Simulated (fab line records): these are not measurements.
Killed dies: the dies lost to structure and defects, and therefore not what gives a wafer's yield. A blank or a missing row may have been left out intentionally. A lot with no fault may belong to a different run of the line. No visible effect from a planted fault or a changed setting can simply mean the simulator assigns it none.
What tool caused it? :: flow nand_harc :: Sampling: 12 lots, 36 wafers, 5 of 1159 route steps

== WHAT THE GAUGES READ, wafer by wafer ==
NHARC_END_SORT_01.
lot: L579
measured: day 22 13:46
on: prober-01
killed_at_array: 443 29 34
killed_at_other: 0 0 1
killed_at_periphery: 3 2 2
killed_dies: 446 31 37
killed_open: 2 5 7
killed_short: 3 1 3

lot: L581
measured: day 23 07:19
on: prober-02
killed_at_array: 373 32 48
killed_at_other: 2 0 0
killed_at_periphery: 5 3 1
killed_dies: 380 35 49
killed_open: 2 2 5
killed_short: 0 0 5

== WHAT TOOL EACH LOT RAN ON (gives the tool, then ch and the chambers of the sampled wafers, and finally the start) ==
lot: L570
NHARC_A_CHANNEL_HOLE_D1_ETCH_22: har_etch-02 ch 0,1, day 9 06:27
NHARC_A_CHANNEL_HOLE_D1_STRIP_27: rie_diel-09 ch 0,2,3, day 10 10:30 or earlier
NHARC_A_CHANNEL_FILL_D1_ALD_15: ald_sin_batch-01 ch 0, day 10 10:30 or earlier
NHARC_A_CHANNEL_FILL_D1_ETCHBACK_20: rie_diel-10 ch 2,3, day 10 10:30

lot: L571
NHARC_A_CHANNEL_HOLE_D1_ETCH_22: har_etch-01 ch 0,1, day 9 13:25
NHARC_A_CHANNEL_HOLE_D1_STRIP_27: rie_diel-06 ch 1,3, day 10 18:35 or earlier
NHARC_A_CHANNEL_FILL_D1_ALD_15: ald_sin_batch-03 ch 0, day 10 18:35 or earlier
NHARC_A_CHANNEL_FILL_D1_ETCHBACK_20: rie_diel-10 ch 0,1,3, day 10 18:35

lot: L572
NHARC_A_CHANNEL_HOLE_D1_ETCH_22: har_etch-01 ch 0,1, day 10 02:22
NHARC_A_CHANNEL_HOLE_D1_STRIP_27: rie_diel-09 ch 1,2,3, day 11 11:22 or earlier
NHARC_A_CHANNEL_FILL_D1_ALD_15: ald_sin_batch-01 ch 0, day 11 11:22 or earlier
NHARC_A_CHANNEL_FILL_D1_ETCHBACK_20: rie_diel-02 ch 0,2,3, day 11 11:22

lot: L574
NHARC_A_CHANNEL_HOLE_D1_ETCH_22: har_etch-02 ch 0,1, day 10 08:15
NHARC_A_CHANNEL_HOLE_D1_STRIP_27: rie_diel-06 ch 0,2,3, day 11 11:22 or earlier
NHARC_A_CHANNEL_FILL_D1_ALD_15: ald_sin_batch-01 ch 0, day 11 11:22 or earlier
NHARC_A_CHANNEL_FILL_D1_ETCHBACK_20: rie_diel-10 ch 1,3, day 11 11:22

lot: L575
NHARC_A_CHANNEL_HOLE_D1_ETCH_22: har_etch-01 ch 0,1, day 10 10:53
NHARC_A_CHANNEL_HOLE_D1_STRIP_27: rie_diel-09 ch 0,2,3, day 11 19:11 or earlier
NHARC_A_CHANNEL_FILL_D1_ALD_15: ald_sin_batch-01 ch 0, day 11 19:11 or earlier
NHARC_A_CHANNEL_FILL_D1_ETCHBACK_20: rie_diel-10 ch 2,3, day 11 19:11

lot: L576
NHARC_A_CHANNEL_HOLE_D1_ETCH_22: har_etch-02 ch 0,1, day 10 20:33
NHARC_A_CHANNEL_HOLE_D1_STRIP_27: rie_diel-12 ch 0,2,3, day 12 02:14 or earlier
NHARC_A_CHANNEL_FILL_D1_ALD_15: ald_sin_batch-03 ch 0, day 12 02:14 or earlier
NHARC_A_CHANNEL_FILL_D1_ETCHBACK_20: rie_diel-10 ch 0,1,2, day 12 02:14

lot: L577
NHARC_A_CHANNEL_HOLE_D1_ETCH_22: har_etch-01 ch 0,1, day 10 21:40
NHARC_A_CHANNEL_HOLE_D1_STRIP_27: rie_diel-09 ch 0,1,2, day 12 02:15 or earlier
NHARC_A_CHANNEL_FILL_D1_ALD_15: ald_sin_batch-03 ch 0, day 12 02:15 or earlier
NHARC_A_CHANNEL_FILL_D1_ETCHBACK_20: rie_diel-02 ch 1,2,3, day 12 02:15

lot: L578
NHARC_A_CHANNEL_HOLE_D1_ETCH_22: har_etch-02 ch 0,1, day 11 11:31
NHARC_A_CHANNEL_HOLE_D1_STRIP_27: rie_diel-06 ch 0,1,3, day 12 20:26 or earlier
NHARC_A_CHANNEL_FILL_D1_ALD_15: ald_sin_batch-01 ch 0, day 12 20:26 or earlier
NHARC_A_CHANNEL_FILL_D1_ETCHBACK_20: rie_diel-02 ch 0,1,2, day 12 20:26

lot: L579
NHARC_A_CHANNEL_HOLE_D1_ETCH_22: har_etch-01 ch 1, day 11 12:39
NHARC_A_CHANNEL_HOLE_D1_STRIP_27: rie_diel-12 ch 1,2,3, day 12 20:25 or earlier
NHARC_A_CHANNEL_FILL_D1_ALD_15: ald_sin_batch-01 ch 0, day 12 20:25 or earlier
NHARC_A_CHANNEL_FILL_D1_ETCHBACK_20: rie_diel-10 ch 0,1,3, day 12 20:25

lot: L581
NHARC_A_CHANNEL_HOLE_D1_ETCH_22: har_etch-01 ch 0,1, day 12 13:56
NHARC_A_CHANNEL_HOLE_D1_STRIP_27: rie_diel-06 ch 0,1,2, day 13 04:35 or earlier
NHARC_A_CHANNEL_FILL_D1_ALD_15: ald_sin_batch-03 ch 0, day 13 04:35
NHARC_A_CHANNEL_FILL_D1_ETCHBACK_20: rie_diel-10 ch 0,1,3, day 13 18:47

lot: L587
NHARC_A_CHANNEL_HOLE_D1_ETCH_22: har_etch-02 ch 0,1, day 14 00:43
NHARC_A_CHANNEL_HOLE_D1_STRIP_27: rie_diel-12 ch 0,1, day 15 04:28 or earlier
NHARC_A_CHANNEL_FILL_D1_ALD_15: ald_sin_batch-02 ch 0, day 15 04:28 or earlier
NHARC_A_CHANNEL_FILL_D1_ETCHBACK_20: rie_diel-02 ch 0,1,3, day 15 04:28

lot: L588
NHARC_A_CHANNEL_HOLE_D1_ETCH_22: har_etch-02 ch 0,1, day 14 05:04
NHARC_A_CHANNEL_HOLE_D1_STRIP_27: rie_diel-06 ch 0,3, day 15 11:49 or earlier
NHARC_A_CHANNEL_FILL_D1_ALD_15: ald_sin_batch-01 ch 0, day 15 11:49 or earlier
NHARC_A_CHANNEL_FILL_D1_ETCHBACK_20: rie_diel-02 ch 0,1, day 15 11:49
- NHARC_A_CHANNEL_HOLE_D1_ETCH_22: etches the open film in C4F8/O2/Ar, time 666.7 s, target depth 1600 nm.
- NHARC_A_CHANNEL_HOLE_D1_STRIP_27: strips in O2.
- NHARC_A_CHANNEL_FILL_D1_ALD_15: deposits SiNx, target thk 2 nm, pulse time 60 s, ald cycles 19.
- NHARC_A_CHANNEL_FILL_D1_ETCHBACK_20: etches the open film in C4F8/O2/Ar, target depth 27 nm, time 13.5 s.

== WHAT THE TOOLS THEMSELVES READ (means of the sampled wafers that have a number; where no wafer has one, the mark that the record gives instead) ==
NHARC_A_CHANNEL_HOLE_D1_ETCH_22.
lot: L570
tool: har_etch-02
drypump_motor_current_A (A): 5.1
showerhead_plenum_p_Torr (Torr): 3.79
throttle_valve_pct (%): 32.149

lot: L571
tool: har_etch-01
drypump_motor_current_A (A): 5.8
showerhead_plenum_p_Torr (Torr): 3.77
throttle_valve_pct (%): 32.156

lot: L572
tool: har_etch-01
drypump_motor_current_A (A): 5.8
showerhead_plenum_p_Torr (Torr): 3.79
throttle_valve_pct (%): 32.150

lot: L574
tool: har_etch-02
drypump_motor_current_A (A): 5.1
showerhead_plenum_p_Torr (Torr): 3.79
throttle_valve_pct (%): 32.156

lot: L575
tool: har_etch-01
drypump_motor_current_A (A): 5.7
showerhead_plenum_p_Torr (Torr): 3.79
throttle_valve_pct (%): 32.155

lot: L576
tool: har_etch-02
drypump_motor_current_A (A): 5.1
showerhead_plenum_p_Torr (Torr): 3.78
throttle_valve_pct (%): 32.160

lot: L577
tool: har_etch-01
drypump_motor_current_A (A): 5.8
showerhead_plenum_p_Torr (Torr): 3.79
throttle_valve_pct (%): 32.158

lot: L578
tool: har_etch-02
drypump_motor_current_A (A): 5.2
showerhead_plenum_p_Torr (Torr): 3.71
throttle_valve_pct (%): 32.148

lot: L579
tool: har_etch-01
drypump_motor_current_A (A): 5.7
showerhead_plenum_p_Torr (Torr): 3.80
throttle_valve_pct (%): 32.156

lot: L581
tool: har_etch-01
drypump_motor_current_A (A): 5.8
showerhead_plenum_p_Torr (Torr): 3.75
throttle_valve_pct (%): 32.140

lot: L587
tool: har_etch-02
drypump_motor_current_A (A): 5.1
showerhead_plenum_p_Torr (Torr): 3.76
throttle_valve_pct (%): 32.149

lot: L588
tool: har_etch-02
drypump_motor_current_A (A): 5.2
showerhead_plenum_p_Torr (Torr): 3.69
throttle_valve_pct (%): 32.154

NHARC_A_CHANNEL_HOLE_D1_STRIP_27.
lot: L570
tool: rie_diel-09
drypump_motor_current_A (A): 5.9
oes_product_au (a.u.): 0.998
rf_vpp_V (V): 58.4
showerhead_plenum_p_Torr (Torr): 3.51
throttle_valve_pct (%): 17.033

lot: L571
tool: rie_diel-06
drypump_motor_current_A (A): 5.5
oes_product_au (a.u.): 0.991
rf_vpp_V (V): 57.3
showerhead_plenum_p_Torr (Torr): 3.44
throttle_valve_pct (%): 17.029

lot: L572
tool: rie_diel-09
drypump_motor_current_A (A): 6.0
oes_product_au (a.u.): 0.988
rf_vpp_V (V): 58.3
showerhead_plenum_p_Torr (Torr): 3.59
throttle_valve_pct (%): 17.038

lot: L574
tool: rie_diel-06
drypump_motor_current_A (A): 5.4
oes_product_au (a.u.): 1.003
rf_vpp_V (V): 57.0
showerhead_plenum_p_Torr (Torr): 3.53
throttle_valve_pct (%): 17.028

lot: L575
tool: rie_diel-09
drypump_motor_current_A (A): 5.9
oes_product_au (a.u.): 1.000
rf_vpp_V (V): 57.7
showerhead_plenum_p_Torr (Torr): 3.51
throttle_valve_pct (%): 17.037

lot: L576
tool: rie_diel-12
drypump_motor_current_A (A): 5.7
oes_product_au (a.u.): 1.010
rf_vpp_V (V): 58.0
showerhead_plenum_p_Torr (Torr): 3.53
throttle_valve_pct (%): 17.043

lot: L577
tool: rie_diel-09
drypump_motor_current_A (A): 5.9
oes_product_au (a.u.): 1.007
rf_vpp_V (V): 57.5
showerhead_plenum_p_Torr (Torr): 3.46
throttle_valve_pct (%): 17.040

lot: L578
tool: rie_diel-06
drypump_motor_current_A (A): 5.3
oes_product_au (a.u.): 1.009
rf_vpp_V (V): 56.6
showerhead_plenum_p_Torr (Torr): 3.52
throttle_valve_pct (%): 17.041

lot: L579
tool: rie_diel-12
drypump_motor_current_A (A): 5.9
oes_product_au (a.u.): 1.004
rf_vpp_V (V): 58.3
showerhead_plenum_p_Torr (Torr): 3.54
throttle_valve_pct (%): 17.033

lot: L581
tool: rie_diel-06
drypump_motor_current_A (A): 5.6
oes_product_au (a.u.): 1.009
rf_vpp_V (V): 57.7
showerhead_plenum_p_Torr (Torr): 3.44
throttle_valve_pct (%): 17.033

lot: L587
tool: rie_diel-12
drypump_motor_current_A (A): 6.3
oes_product_au (a.u.): 1.012
rf_vpp_V (V): 57.6
showerhead_plenum_p_Torr (Torr): 3.64
throttle_valve_pct (%): 17.032

lot: L588
tool: rie_diel-06
drypump_motor_current_A (A): 5.1
oes_product_au (a.u.): 1.005
rf_vpp_V (V): 57.0
showerhead_plenum_p_Torr (Torr): 3.61
throttle_valve_pct (%): 17.041

NHARC_A_CHANNEL_FILL_D1_ALD_15.
lot: L570
tool: ald_sin_batch-01
precursor_pulse_height_rel: 0.997

lot: L571
tool: ald_sin_batch-03
precursor_pulse_height_rel: 0.993

lot: L572
tool: ald_sin_batch-01
precursor_pulse_height_rel: 1.017

lot: L574
tool: ald_sin_batch-01
precursor_pulse_height_rel: 0.988

lot: L575
tool: ald_sin_batch-01
precursor_pulse_height_rel: 1.012

lot: L576
tool: ald_sin_batch-03
precursor_pulse_height_rel: 0.998

lot: L577
tool: ald_sin_batch-03
precursor_pulse_height_rel: 1.011

lot: L578
tool: ald_sin_batch-01
precursor_pulse_height_rel: 1.007

lot: L579
tool: ald_sin_batch-01
precursor_pulse_height_rel: 0.994

lot: L581
tool: ald_sin_batch-03
precursor_pulse_height_rel: 0.997

lot: L587
tool: ald_sin_batch-02
precursor_pulse_height_rel: 1.000

lot: L588
tool: ald_sin_batch-01
precursor_pulse_height_rel: 1.005

NHARC_A_CHANNEL_FILL_D1_ETCHBACK_20.
lot: L570
tool: rie_diel-10
oes_product_au (a.u.): 1.00
rf_vpp_V (V): 979

lot: L571
tool: rie_diel-10
oes_product_au (a.u.): 0.92
rf_vpp_V (V): 980

lot: L572
tool: rie_diel-02
oes_product_au (a.u.): 0.91
rf_vpp_V (V): 983

lot: L574
tool: rie_diel-10
oes_product_au (a.u.): 0.98
rf_vpp_V (V): 983

lot: L575
tool: rie_diel-10
oes_product_au (a.u.): 0.92
rf_vpp_V (V): 978

lot: L576
tool: rie_diel-10
oes_product_au (a.u.): 0.99
rf_vpp_V (V): 975

lot: L577
tool: rie_diel-02
oes_product_au (a.u.): 0.92
rf_vpp_V (V): 977

lot: L578
tool: rie_diel-02
oes_product_au (a.u.): 0.99
rf_vpp_V (V): 979

lot: L579
tool: rie_diel-10
oes_product_au (a.u.): 0.89
rf_vpp_V (V): 980

lot: L581
tool: rie_diel-10
oes_product_au (a.u.): 0.84
rf_vpp_V (V): 980

lot: L587
tool: rie_diel-02
oes_product_au (a.u.): 0.99
rf_vpp_V (V): 981

lot: L588
tool: rie_diel-02
oes_product_au (a.u.): 0.98
rf_vpp_V (V): 982

== THE ANSWER, worked out from the rows above alone ==
Rule: what is usual is taken from the lots themselves. The widest of any qualifying gaps counts: lots, ordered by their means at a reading, are off when they make up no more than a third of the lots, leave a main group of 4 or more, and stand apart from it by 3 or more times the standard deviation of that group's means. A main group whose means are all the same, to the digits that the tables above print for the reading, isn't used. Also off: a lot with no number at a reading for which 4 or more lots have one. Where the step has rows for the other lots, those lots are counted as sound. First the gauges in route order, then the tools' own readings, where a lot's mean is used as printed above. At the first step where some lot is off, the reading lying furthest off is the one used; lots without a number count as furthest.
Across all readings shown, no lot is off: no conclusion can be drawn from this.

== WHAT HAD BEEN PUT IN BY THE SIMULATOR ==
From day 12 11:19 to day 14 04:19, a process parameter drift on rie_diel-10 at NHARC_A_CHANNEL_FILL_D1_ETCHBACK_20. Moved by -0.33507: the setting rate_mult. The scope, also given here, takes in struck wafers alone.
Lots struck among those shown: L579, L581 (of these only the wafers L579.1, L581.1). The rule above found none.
